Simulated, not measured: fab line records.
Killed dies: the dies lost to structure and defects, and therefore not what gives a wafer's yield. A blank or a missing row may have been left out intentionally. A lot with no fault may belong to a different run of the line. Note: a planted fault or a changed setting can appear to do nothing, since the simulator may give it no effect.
Which tool did it? / flow n5-finfet / Sampling: 24 lots, 72 wafers, 5 of 1938 route steps

WHAT THE GAUGES SHOWED, per wafer
N5_BEOL_M14_CD_MEAS_10: the cd target is 250 nm. Usual: cd-nm reads 249.9 nm (standard deviation 1.1).
lot=L075; measured=day 12 13:28; on=cd-sem-02; cd-nm (nm)=247.9 249.5 249.7; flag=
lot=L074; measured=day 12 16:16; on=cd-sem-02; cd-nm (nm)=250.2 249.3 249.1; flag=
lot=L077; measured=day 13 17:13; on=cd-sem-01; cd-nm (nm)=248.8 247.5 248.4; flag=
lot=L078; measured=day 13 17:32; on=cd-sem-01; cd-nm (nm)=249.9 249.4 251.3; flag=
lot=L079; measured=day 13 20:25; on=cd-sem-01; cd-nm (nm)=249.6 250.2 249.7; flag=
lot=L076; measured=day 13 22:55; on=cd-sem-02; cd-nm (nm)=249.4 249.6 248.6; flag=
lot=L082; measured=day 13 22:57; on=cd-sem-02; cd-nm (nm)=249.7 249.4 248.6; flag=
lot=L081; measured=day 13 23:29; on=cd-sem-01; cd-nm (nm)=250.3 251.1 250.0; flag=
lot=L080; measured=day 14 07:18; on=cd-sem-02; cd-nm (nm)=250.2 251.0 251.4; flag=
lot=L083; measured=day 15 01:26; on=cd-sem-01; cd-nm (nm)=252.2 251.5 250.6; flag=
lot=L084; measured=day 15 07:17; on=cd-sem-02; cd-nm (nm)=250.5 250.7 249.4; flag=
lot=L085; measured=day 16 00:42; on=cd-sem-02; cd-nm (nm)=249.9 249.0 250.0; flag=
lot=L086; measured=day 16 06:02; on=cd-sem-01; cd-nm (nm)=250.3 249.7 250.0; flag=
lot=L087; measured=day 16 09:15; on=cd-sem-02; cd-nm (nm)=249.3 249.6 248.3; flag=
lot=L088; measured=day 17 06:40; on=cd-sem-03; cd-nm (nm)=249.4 248.9 248.6; flag=
lot=L089; measured=day 17 09:55; on=cd-sem-02; cd-nm (nm)=247.4 250.2 250.3; flag=
lot=L094; measured=day 18 05:49; on=cd-sem-03; cd-nm (nm)=250.0 252.4 252.2; flag=
lot=L090; measured=day 18 11:23; on=cd-sem-01; cd-nm (nm)=248.7 249.7 249.6; flag=
lot=L091; measured=day 18 20:09; on=cd-sem-01; cd-nm (nm)=251.7 252.1 251.1; flag=
lot=L093; measured=day 18 20:14; on=cd-sem-02; cd-nm (nm)=250.5 252.3 251.8; flag=
lot=L092; measured=day 18 20:31; on=cd-sem-01; cd-nm (nm)=250.0 249.1 250.4; flag=
lot=L095; measured=day 19 06:31; on=cd-sem-02; cd-nm (nm)=249.8 249.5 250.0; flag=
lot=L097; measured=day 19 06:21; on=cd-sem-01; cd-nm (nm)=248.3 249.7 249.6; flag=
lot=L096; measured=day 19 19:00; on=cd-sem-01; cd-nm (nm)=249.3 250.4 250.9; flag=

N5_BEOL_M14_CD_MEAS_17: the cd target is 250 nm. Usual: cd-nm reads 250.5 nm (standard deviation 1.3).
lot=L075; measured=day 12 14:01; on=cd-sem-03; cd-nm (nm)=249.7 249.7 250.5; flag=
lot=L074; measured=day 12 17:01; on=cd-sem-01; cd-nm (nm)=251.1 248.6 249.2; flag=
lot=L077; measured=day 13 17:56; on=cd-sem-01; cd-nm (nm)=249.5 247.9 248.5; flag=
lot=L078; measured=day 13 18:04; on=cd-sem-03; cd-nm (nm)=251.3 250.7 251.1; flag=
lot=L079; measured=day 13 21:09; on=cd-sem-01; cd-nm (nm)=249.7 250.2 249.2; flag=
lot=L076; measured=day 13 23:26; on=cd-sem-03; cd-nm (nm)=248.5 250.6 250.2; flag=
lot=L082; measured=day 13 23:29; on=cd-sem-02; cd-nm (nm)=248.9 249.0 249.3; flag=
lot=L081; measured=day 14 00:18; on=cd-sem-01; cd-nm (nm)=251.4 251.3 249.5; flag=
lot=L080; measured=day 14 07:49; on=cd-sem-03; cd-nm (nm)=251.3 251.1 251.5; flag=
lot=L083; measured=day 15 02:13; on=cd-sem-01; cd-nm (nm)=251.3 250.9 251.0; flag=
lot=L084; measured=day 15 08:07; on=cd-sem-02; cd-nm (nm)=252.5 251.7 251.2; flag=
lot=L085; measured=day 16 01:13; on=cd-sem-03; cd-nm (nm)=251.0 249.5 252.1; flag=
lot=L086; measured=day 16 06:40; on=cd-sem-01; cd-nm (nm)=251.9 250.9 250.9; flag=
lot=L087; measured=day 16 09:46; on=cd-sem-03; cd-nm (nm)=249.4 248.5 249.0; flag=
lot=L088; measured=day 17 07:11; on=cd-sem-03; cd-nm (nm)=248.5 248.4 249.3; flag=
lot=L089; measured=day 17 10:26; on=cd-sem-01; cd-nm (nm)=247.2 249.4 250.1; flag=
lot=L094; measured=day 18 06:37; on=cd-sem-03; cd-nm (nm)=250.4 252.8 251.6; flag=
lot=L090; measured=day 18 12:10; on=cd-sem-02; cd-nm (nm)=249.8 250.8 251.2; flag=
lot=L091; measured=day 18 20:46; on=cd-sem-01; cd-nm (nm)=252.7 252.3 252.3; flag=
lot=L093; measured=day 18 20:53; on=cd-sem-01; cd-nm (nm)=250.7 252.2 251.1; flag=
lot=L092; measured=day 18 21:11; on=cd-sem-02; cd-nm (nm)=250.8 249.2 251.9; flag=
lot=L095; measured=day 19 07:23; on=cd-sem-03; cd-nm (nm)=250.6 250.9 251.3; flag=
lot=L097; measured=day 19 06:53; on=cd-sem-01; cd-nm (nm)=249.0 248.9 250.3; flag=
lot=L096; measured=day 19 19:49; on=cd-sem-01; cd-nm (nm)=250.3 252.3 252.1; flag=

WHICH TOOL RAN EACH LOT (tool, then ch and the chambers of the sampled wafers, then the start)
lot=L075; N5_BEOL_M12_SPUTTER_43=pvd-sputter-02, day 12 06:38; N5_BEOL_M13_TRENCH_ETCH_34=rie-diel-02 ch 2,3, day 12 09:52; N5_BEOL_M13_SPUTTER_45=pvd-sputter-02, day 12 11:47
lot=L074; N5_BEOL_M12_SPUTTER_43=pvd-sputter-02, day 12 10:14; N5_BEOL_M13_TRENCH_ETCH_34=rie-diel-02 ch 0,1,2, day 12 13:35; N5_BEOL_M13_SPUTTER_45=pvd-sputter-02, day 12 14:43
lot=L077; N5_BEOL_M12_SPUTTER_43=pvd-sputter-03, day 13 09:22; N5_BEOL_M13_TRENCH_ETCH_34=rie-diel-01 ch 1,2, day 13 12:48; N5_BEOL_M13_SPUTTER_45=pvd-sputter-02, day 13 15:16
lot=L078; N5_BEOL_M12_SPUTTER_43=pvd-sputter-01, day 13 09:30; N5_BEOL_M13_TRENCH_ETCH_34=rie-diel-02 ch 0,1,3, day 13 12:56; N5_BEOL_M13_SPUTTER_45=pvd-sputter-01, day 13 15:25
lot=L079; N5_BEOL_M12_SPUTTER_43=pvd-sputter-01, day 13 10:18; N5_BEOL_M13_TRENCH_ETCH_34=rie-diel-02 ch 0,3, day 13 13:52; N5_BEOL_M13_SPUTTER_45=pvd-sputter-03, day 13 18:51
lot=L076; N5_BEOL_M12_SPUTTER_43=pvd-sputter-03, day 13 15:16; N5_BEOL_M13_TRENCH_ETCH_34=rie-diel-01 ch 0,1,3, day 13 18:57; N5_BEOL_M13_SPUTTER_45=pvd-sputter-01, day 13 20:41
lot=L082; N5_BEOL_M12_SPUTTER_43=pvd-sputter-03, day 13 15:40; N5_BEOL_M13_TRENCH_ETCH_34=rie-diel-02 ch 0,1, day 13 19:37; N5_BEOL_M13_SPUTTER_45=pvd-sputter-02, day 13 21:11
lot=L081; N5_BEOL_M12_SPUTTER_43=pvd-sputter-02, day 13 15:43; N5_BEOL_M13_TRENCH_ETCH_34=rie-diel-02 ch 0,3, day 13 20:17; N5_BEOL_M13_SPUTTER_45=pvd-sputter-02, day 13 21:47
lot=L080; N5_BEOL_M12_SPUTTER_43=pvd-sputter-02, day 14 00:01; N5_BEOL_M13_TRENCH_ETCH_34=rie-diel-04 ch 0,1, day 14 03:22; N5_BEOL_M13_SPUTTER_45=pvd-sputter-01, day 14 05:14
lot=L083; N5_BEOL_M12_SPUTTER_43=pvd-sputter-01, day 14 16:58; N5_BEOL_M13_TRENCH_ETCH_34=rie-diel-01 ch 0,3, day 14 21:29; N5_BEOL_M13_SPUTTER_45=pvd-sputter-03, day 14 22:14
lot=L084; N5_BEOL_M12_SPUTTER_43=pvd-sputter-02, day 14 21:45; N5_BEOL_M13_TRENCH_ETCH_34=rie-diel-01 ch 0,1,3, day 15 02:48; N5_BEOL_M13_SPUTTER_45=pvd-sputter-02, day 15 05:23
lot=L085; N5_BEOL_M12_SPUTTER_43=pvd-sputter-03, day 15 15:40; N5_BEOL_M13_TRENCH_ETCH_34=rie-diel-02 ch 0,1, day 15 19:34; N5_BEOL_M13_SPUTTER_45=pvd-sputter-02, day 15 21:43
lot=L086; N5_BEOL_M12_SPUTTER_43=pvd-sputter-02, day 15 20:42; N5_BEOL_M13_TRENCH_ETCH_34=rie-diel-02 ch 1,2,3, day 16 01:35; N5_BEOL_M13_SPUTTER_45=pvd-sputter-02, day 16 03:43
lot=L087; N5_BEOL_M12_SPUTTER_43=pvd-sputter-03, day 15 22:53; N5_BEOL_M13_TRENCH_ETCH_34=rie-diel-02 ch 1,3, day 16 04:52; N5_BEOL_M13_SPUTTER_45=pvd-sputter-03, day 16 06:55
lot=L088; N5_BEOL_M12_SPUTTER_43=pvd-sputter-02, day 16 20:26; N5_BEOL_M13_TRENCH_ETCH_34=rie-diel-01 ch 1,2,3, day 16 23:43; N5_BEOL_M13_SPUTTER_45=pvd-sputter-03, day 17 04:59
lot=L089; N5_BEOL_M12_SPUTTER_43=pvd-sputter-03, day 17 04:05; N5_BEOL_M13_TRENCH_ETCH_34=rie-diel-04 ch 0,2,3, day 17 07:23; N5_BEOL_M13_SPUTTER_45=pvd-sputter-03, day 17 08:21
lot=L094; N5_BEOL_M12_SPUTTER_43=pvd-sputter-01, day 17 19:25; N5_BEOL_M13_TRENCH_ETCH_34=rie-diel-02 ch 0,1,3, day 17 22:31; N5_BEOL_M13_SPUTTER_45=pvd-sputter-03, day 18 03:08
lot=L090; N5_BEOL_M12_SPUTTER_43=pvd-sputter-03, day 18 03:20; N5_BEOL_M13_TRENCH_ETCH_34=rie-diel-01 ch 1,2,3, day 18 08:35; N5_BEOL_M13_SPUTTER_45=pvd-sputter-02, day 18 09:32
lot=L091; N5_BEOL_M12_SPUTTER_43=pvd-sputter-03, day 18 09:16; N5_BEOL_M13_TRENCH_ETCH_34=rie-diel-04 ch 0,3, day 18 12:53; N5_BEOL_M13_SPUTTER_45=pvd-sputter-03, day 18 18:34
lot=L093; N5_BEOL_M12_SPUTTER_43=pvd-sputter-01, day 18 09:49; N5_BEOL_M13_TRENCH_ETCH_34=rie-diel-04 ch 0,3, day 18 13:40; N5_BEOL_M13_SPUTTER_45=pvd-sputter-02, day 18 18:35
lot=L092; N5_BEOL_M12_SPUTTER_43=pvd-sputter-02, day 18 12:14; N5_BEOL_M13_TRENCH_ETCH_34=rie-diel-02 ch 0,2, day 18 15:42; N5_BEOL_M13_SPUTTER_45=pvd-sputter-03, day 18 18:56
lot=L095; N5_BEOL_M12_SPUTTER_43=pvd-sputter-01, day 18 12:43; N5_BEOL_M13_TRENCH_ETCH_34=rie-diel-02 ch 0,2,3, day 18 16:17; N5_BEOL_M13_SPUTTER_45=pvd-sputter-02, day 19 02:46
lot=L097; N5_BEOL_M12_SPUTTER_43=pvd-sputter-02, day 18 17:39; N5_BEOL_M13_TRENCH_ETCH_34=rie-diel-01 ch 0,2, day 18 20:52; N5_BEOL_M13_SPUTTER_45=pvd-sputter-03, day 19 02:59
lot=L096; N5_BEOL_M12_SPUTTER_43=pvd-sputter-03, day 19 08:11; N5_BEOL_M13_TRENCH_ETCH_34=rie-diel-04 ch 0,3, day 19 11:37; N5_BEOL_M13_SPUTTER_45=pvd-sputter-03, day 19 17:21
- N5_BEOL_M12_SPUTTER_43: material TaN, target thk 15 nm, time 24.19 s.
- N5_BEOL_M13_TRENCH_ETCH_34: etches SiOC in C4F8/O2/Ar, target depth 413.47 nm, time 162.6 s.
- N5_BEOL_M13_SPUTTER_45: material Cu, target thk 80 nm, time 13.33 s.

WHAT THE TOOLS THEMSELVES READ (means of the sampled wafers that have a number; where no wafer has one, the mark that the record gives instead)
N5_BEOL_M12_SPUTTER_43. Usual: throttle-valve-pct reads 30.3 % (standard deviation 1.4).
lot=L075; tool=pvd-sputter-02; throttle-valve-pct (%)=30.5; flag=
lot=L074; tool=pvd-sputter-02; throttle-valve-pct (%)=29.2; flag=
lot=L077; tool=pvd-sputter-03; throttle-valve-pct (%)=30.6; flag=
lot=L078; tool=pvd-sputter-01; throttle-valve-pct (%)=30.6; flag=
lot=L079; tool=pvd-sputter-01; throttle-valve-pct (%)=30.8; flag=
lot=L076; tool=pvd-sputter-03; throttle-valve-pct (%)=30.3; flag=
lot=L082; tool=pvd-sputter-03; throttle-valve-pct (%)=30.9; flag=
lot=L081; tool=pvd-sputter-02; throttle-valve-pct (%)=30.3; flag=
lot=L080; tool=pvd-sputter-02; throttle-valve-pct (%)=29.3; flag=
lot=L083; tool=pvd-sputter-01; throttle-valve-pct (%)=31.7; flag=
lot=L084; tool=pvd-sputter-02; throttle-valve-pct (%)=30.3; flag=
lot=L085; tool=pvd-sputter-03; throttle-valve-pct (%)=30.7; flag=
lot=L086; tool=pvd-sputter-02; throttle-valve-pct (%)=29.3; flag=
lot=L087; tool=pvd-sputter-03; throttle-valve-pct (%)=30.1; flag=
lot=L088; tool=pvd-sputter-02; throttle-valve-pct (%)=29.3; flag=
lot=L089; tool=pvd-sputter-03; throttle-valve-pct (%)=30.1; flag=
lot=L094; tool=pvd-sputter-01; throttle-valve-pct (%)=30.8; flag=
lot=L090; tool=pvd-sputter-03; throttle-valve-pct (%)=31.1; flag=
lot=L091; tool=pvd-sputter-03; throttle-valve-pct (%)=31.0; flag=
lot=L093; tool=pvd-sputter-01; throttle-valve-pct (%)=30.8; flag=
lot=L092; tool=pvd-sputter-02; throttle-valve-pct (%)=30.3; flag=
lot=L095; tool=pvd-sputter-01; throttle-valve-pct (%)=28.8; flag=
lot=L097; tool=pvd-sputter-02; throttle-valve-pct (%)=29.4; flag=
lot=L096; tool=pvd-sputter-03; throttle-valve-pct (%)=31.0; flag=

N5_BEOL_M13_TRENCH_ETCH_34. Usual: value, then standard deviation, for each; drypump-motor-current-A 5.3 A / 0.44; he-inner-torr 15.003 Torr / 0.03; he-outer-torr 30.00 Torr / 0.061; oes-product-au 0.77 a.u. / 0.083; rf-vpp-V 668.0 V / 2; showerhead-plenum-p-Torr 3.51 Torr / 0.066; throttle-valve-pct 24.18 % / 0.22.
lot=L075; tool=rie-diel-02; drypump-motor-current-A (A)=5.3; he-inner-torr (Torr)=15.019; he-outer-torr (Torr)=30.00; oes-product-au (a.u.)=0.79; rf-vpp-V (V)=670.7; showerhead-plenum-p-Torr (Torr)=3.57; throttle-valve-pct (%)=24.21; flag=
lot=L074; tool=rie-diel-02; drypump-motor-current-A (A)=5.0; he-inner-torr (Torr)=15.022; he-outer-torr (Torr)=30.04; oes-product-au (a.u.)=0.74; rf-vpp-V (V)=669.8; showerhead-plenum-p-Torr (Torr)=3.54; throttle-valve-pct (%)=24.35; flag=
lot=L077; tool=rie-diel-01; drypump-motor-current-A (A)=5.2; he-inner-torr (Torr)=14.986; he-outer-torr (Torr)=30.02; oes-product-au (a.u.)=0.80; rf-vpp-V (V)=665.3; showerhead-plenum-p-Torr (Torr)=3.43; throttle-valve-pct (%)=24.28; flag=
lot=L078; tool=rie-diel-02; drypump-motor-current-A (A)=5.2; he-inner-torr (Torr)=15.025; he-outer-torr (Torr)=30.04; oes-product-au (a.u.)=0.73; rf-vpp-V (V)=668.3; showerhead-plenum-p-Torr (Torr)=3.54; throttle-valve-pct (%)=24.11; flag=
lot=L079; tool=rie-diel-02; drypump-motor-current-A (A)=5.3; he-inner-torr (Torr)=15.004; he-outer-torr (Torr)=30.05; oes-product-au (a.u.)=0.75; rf-vpp-V (V)=669.5; showerhead-plenum-p-Torr (Torr)=3.55; throttle-valve-pct (%)=24.08; flag=
lot=L076; tool=rie-diel-01; drypump-motor-current-A (A)=5.3; he-inner-torr (Torr)=14.996; he-outer-torr (Torr)=29.89; oes-product-au (a.u.)=0.79; rf-vpp-V (V)=668.8; showerhead-plenum-p-Torr (Torr)=3.52; throttle-valve-pct (%)=24.09; flag=
lot=L082; tool=rie-diel-02; drypump-motor-current-A (A)=5.1; he-inner-torr (Torr)=15.000; he-outer-torr (Torr)=30.02; oes-product-au (a.u.)=0.68; rf-vpp-V (V)=668.3; showerhead-plenum-p-Torr (Torr)=3.51; throttle-valve-pct (%)=24.23; flag=
lot=L081; tool=rie-diel-02; drypump-motor-current-A (A)=5.2; he-inner-torr (Torr)=15.001; he-outer-torr (Torr)=30.04; oes-product-au (a.u.)=0.70; rf-vpp-V (V)=668.3; showerhead-plenum-p-Torr (Torr)=3.52; throttle-valve-pct (%)=24.20; flag=
lot=L080; tool=rie-diel-04; drypump-motor-current-A (A)=6.1; he-inner-torr (Torr)=15.019; he-outer-torr (Torr)=30.05; oes-product-au (a.u.)=0.90; rf-vpp-V (V)=669.4; showerhead-plenum-p-Torr (Torr)=3.52; throttle-valve-pct (%)=24.13; flag=
lot=L083; tool=rie-diel-01; drypump-motor-current-A (A)=5.0; he-inner-torr (Torr)=14.989; he-outer-torr (Torr)=29.95; oes-product-au (a.u.)=0.71; rf-vpp-V (V)=669.2; showerhead-plenum-p-Torr (Torr)=3.52; throttle-valve-pct (%)=24.04; flag=
lot=L084; tool=rie-diel-01; drypump-motor-current-A (A)=5.3; he-inner-torr (Torr)=15.003; he-outer-torr (Torr)=30.03; oes-product-au (a.u.)=0.77; rf-vpp-V (V)=668.2; showerhead-plenum-p-Torr (Torr)=3.51; throttle-valve-pct (%)=24.09; flag=
lot=L085; tool=rie-diel-02; drypump-motor-current-A (A)=5.1; he-inner-torr (Torr)=14.987; he-outer-torr (Torr)=30.01; oes-product-au (a.u.)=0.70; rf-vpp-V (V)=668.0; showerhead-plenum-p-Torr (Torr)=3.52; throttle-valve-pct (%)=24.15; flag=
lot=L086; tool=rie-diel-02; drypump-motor-current-A (A)=5.1; he-inner-torr (Torr)=14.988; he-outer-torr (Torr)=30.04; oes-product-au (a.u.)=0.76; rf-vpp-V (V)=668.8; showerhead-plenum-p-Torr (Torr)=3.56; throttle-valve-pct (%)=24.28; flag=
lot=L087; tool=rie-diel-02; drypump-motor-current-A (A)=5.4; he-inner-torr (Torr)=14.998; he-outer-torr (Torr)=29.94; oes-product-au (a.u.)=0.75; rf-vpp-V (V)=669.4; showerhead-plenum-p-Torr (Torr)=3.55; throttle-valve-pct (%)=24.01; flag=
lot=L088; tool=rie-diel-01; drypump-motor-current-A (A)=5.1; he-inner-torr (Torr)=15.006; he-outer-torr (Torr)=30.00; oes-product-au (a.u.)=0.76; rf-vpp-V (V)=665.7; showerhead-plenum-p-Torr (Torr)=3.46; throttle-valve-pct (%)=24.23; flag=
lot=L089; tool=rie-diel-04; drypump-motor-current-A (A)=5.8; he-inner-torr (Torr)=14.988; he-outer-torr (Torr)=29.99; oes-product-au (a.u.)=0.85; rf-vpp-V (V)=665.8; showerhead-plenum-p-Torr (Torr)=3.40; throttle-valve-pct (%)=24.13; flag=
lot=L094; tool=rie-diel-02; drypump-motor-current-A (A)=5.2; he-inner-torr (Torr)=14.995; he-outer-torr (Torr)=30.01; oes-product-au (a.u.)=0.79; rf-vpp-V (V)=668.4; showerhead-plenum-p-Torr (Torr)=3.52; throttle-valve-pct (%)=24.03; flag=
lot=L090; tool=rie-diel-01; drypump-motor-current-A (A)=5.1; he-inner-torr (Torr)=15.020; he-outer-torr (Torr)=29.98; oes-product-au (a.u.)=0.75; rf-vpp-V (V)=666.4; showerhead-plenum-p-Torr (Torr)=3.45; throttle-valve-pct (%)=24.25; flag=
lot=L091; tool=rie-diel-04; drypump-motor-current-A (A)=5.9; he-inner-torr (Torr)=14.978; he-outer-torr (Torr)=29.98; oes-product-au (a.u.)=0.80; rf-vpp-V (V)=665.9; showerhead-plenum-p-Torr (Torr)=3.43; throttle-valve-pct (%)=24.20; flag=
lot=L093; tool=rie-diel-04; drypump-motor-current-A (A)=5.9; he-inner-torr (Torr)=15.001; he-outer-torr (Torr)=30.01; oes-product-au (a.u.)=0.81; rf-vpp-V (V)=666.0; showerhead-plenum-p-Torr (Torr)=3.43; throttle-valve-pct (%)=24.21; flag=
lot=L092; tool=rie-diel-02; drypump-motor-current-A (A)=4.9; he-inner-torr (Torr)=15.016; he-outer-torr (Torr)=29.98; oes-product-au (a.u.)=0.81; rf-vpp-V (V)=668.9; showerhead-plenum-p-Torr (Torr)=3.53; throttle-valve-pct (%)=24.53; flag=
lot=L095; tool=rie-diel-02; drypump-motor-current-A (A)=5.1; he-inner-torr (Torr)=14.991; he-outer-torr (Torr)=30.00; oes-product-au (a.u.)=0.82; rf-vpp-V (V)=668.3; showerhead-plenum-p-Torr (Torr)=3.53; throttle-valve-pct (%)=24.27; flag=
lot=L097; tool=rie-diel-01; drypump-motor-current-A (A)=5.1; he-inner-torr (Torr)=15.007; he-outer-torr (Torr)=29.98; oes-product-au (a.u.)=0.70; rf-vpp-V (V)=666.3; showerhead-plenum-p-Torr (Torr)=3.42; throttle-valve-pct (%)=24.26; flag=
lot=L096; tool=rie-diel-04; drypump-motor-current-A (A)=6.0; he-inner-torr (Torr)=15.003; he-outer-torr (Torr)=29.96; oes-product-au (a.u.)=0.80; rf-vpp-V (V)=667.3; showerhead-plenum-p-Torr (Torr)=3.43; throttle-valve-pct (%)=24.20; flag=

N5_BEOL_M13_SPUTTER_45. Usual: chuck-gas-flow-sccm 1.27 sccm, standard deviation 0.059; throttle-valve-pct 30.3 %, standard deviation 1.3.
lot=L075; tool=pvd-sputter-02; chuck-gas-flow-sccm (sccm)=1.26; throttle-valve-pct (%)=30.4; flag=
lot=L074; tool=pvd-sputter-02; chuck-gas-flow-sccm (sccm)=1.30; throttle-valve-pct (%)=29.2; flag=
lot=L077; tool=pvd-sputter-02; chuck-gas-flow-sccm (sccm)=1.22; throttle-valve-pct (%)=30.3; flag=
lot=L078; tool=pvd-sputter-01; chuck-gas-flow-sccm (sccm)=1.26; throttle-valve-pct (%)=29.0; flag=
lot=L079; tool=pvd-sputter-03; chuck-gas-flow-sccm (sccm)=1.25; throttle-valve-pct (%)=30.6; flag=
lot=L076; tool=pvd-sputter-01; chuck-gas-flow-sccm (sccm)=1.31; throttle-valve-pct (%)=30.6; flag=
lot=L082; tool=pvd-sputter-02; chuck-gas-flow-sccm (sccm)=1.26; throttle-valve-pct (%)=31.4; flag=
lot=L081; tool=pvd-sputter-02; chuck-gas-flow-sccm (sccm)=1.25; throttle-valve-pct (%)=29.3; flag=
lot=L080; tool=pvd-sputter-01; chuck-gas-flow-sccm (sccm)=1.22; throttle-valve-pct (%)=29.1; flag=
lot=L083; tool=pvd-sputter-03; chuck-gas-flow-sccm (sccm)=1.29; throttle-valve-pct (%)=30.6; flag=
lot=L084; tool=pvd-sputter-02; chuck-gas-flow-sccm (sccm)=1.22; throttle-valve-pct (%)=30.3; flag=
lot=L085; tool=pvd-sputter-02; chuck-gas-flow-sccm (sccm)=1.26; throttle-valve-pct (%)=29.4; flag=
lot=L086; tool=pvd-sputter-02; chuck-gas-flow-sccm (sccm)=1.28; throttle-valve-pct (%)=29.4; flag=
lot=L087; tool=pvd-sputter-03; chuck-gas-flow-sccm (sccm)=1.24; throttle-valve-pct (%)=29.5; flag=
lot=L088; tool=pvd-sputter-03; chuck-gas-flow-sccm (sccm)=1.27; throttle-valve-pct (%)=30.0; flag=
lot=L089; tool=pvd-sputter-03; chuck-gas-flow-sccm (sccm)=1.24; throttle-valve-pct (%)=30.4; flag=
lot=L094; tool=pvd-sputter-03; chuck-gas-flow-sccm (sccm)=1.23; throttle-valve-pct (%)=31.1; flag=
lot=L090; tool=pvd-sputter-02; chuck-gas-flow-sccm (sccm)=1.35; throttle-valve-pct (%)=30.4; flag=
lot=L091; tool=pvd-sputter-03; chuck-gas-flow-sccm (sccm)=1.27; throttle-valve-pct (%)=30.3; flag=
lot=L093; tool=pvd-sputter-02; chuck-gas-flow-sccm (sccm)=1.25; throttle-valve-pct (%)=30.5; flag=
lot=L092; tool=pvd-sputter-03; chuck-gas-flow-sccm (sccm)=1.28; throttle-valve-pct (%)=30.2; flag=
lot=L095; tool=pvd-sputter-02; chuck-gas-flow-sccm (sccm)=1.31; throttle-valve-pct (%)=29.3; flag=
lot=L097; tool=pvd-sputter-03; chuck-gas-flow-sccm (sccm)=1.26; throttle-valve-pct (%)=30.9; flag=
lot=L096; tool=pvd-sputter-03; chuck-gas-flow-sccm (sccm)=1.26; throttle-valve-pct (%)=30.2; flag=

THE ANSWER, worked out from the rows above alone
Rule: take the mean of a lot's wafers that have a number; if it is more than 3 standard deviations from the usual mean, the lot is off. A lot without any number at a reading at which 4 lots or more have one is off too. The other lots that the step has rows for count as sound. Order of review: gauges by route order, followed by the tools' own readings, for which a lot's mean as printed above is used. At the first step where some lot is off, the reading lying furthest off is the one used; lots without a number count as furthest.
No lot is off at any reading shown: from this, nothing can be told.

WHAT THE SIMULATOR PUT IN
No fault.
